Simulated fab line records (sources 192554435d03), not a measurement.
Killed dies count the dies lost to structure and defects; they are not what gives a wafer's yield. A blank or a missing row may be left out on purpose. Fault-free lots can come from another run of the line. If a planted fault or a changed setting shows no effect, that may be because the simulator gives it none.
Chamber matching + flow n5-finfet + 3 sister chambers for N5_BEOL_M13_ETCH_38 on rie-diel-02
The step etches SiCN in CF4/N2, target depth 67.5 nm, time 71.9 s. 3 wafers are shown with their chamber, then 5 later ones without.

WAFERS, EACH WITH ITS CHAMBER
| wafer  | chamber | oes-product-au (a.u.) |
|--------|---------|-----------------------|
| L087.6 | 2       | 0.71                  |
| L085.2 | 3       | 0.71                  |
| L085.5 | 1       | 0.87                  |

WAFERS WITHOUT THEIR CHAMBER
| wafer  | oes-product-au (a.u.) |
|--------|-----------------------|
| L088.1 | 0.71                  |
| L088.2 | 0.86                  |
| L094.1 | 0.70                  |
| L094.5 | 0.84                  |
| L094.6 | 0.70                  |

EACH ONE'S CHAMBER
| wafer  | from the rows above     | in truth |
|--------|-------------------------|----------|
| L088.1 | can't be placed: 2 or 3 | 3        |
| L088.2 | 1                       | 1        |
| L094.1 | can't be placed: 2 or 3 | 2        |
| L094.5 | 1                       | 1        |
| L094.6 | can't be placed: 2 or 3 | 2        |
Correct placement for 2 of the 5. Unplaceable from these rows: 3, with the true chamber sitting among the candidates in 3. 0 placed wrongly.
How it was worked out, from the rows above alone: a wafer's distance from a chamber is the root of the sum, over the readings, of the square of ((its reading less the chamber's mean) divided by the reading's scatter). The wafer belongs to the nearest chamber; if the next one is less than 2 further off, it can't be placed. For every chamber, the mean is computed from those of its wafers that are shown. The scatter: with one shown wafer a chamber, the root of the mean of the squares of how far each hidden wafer lies from its nearest shown one.
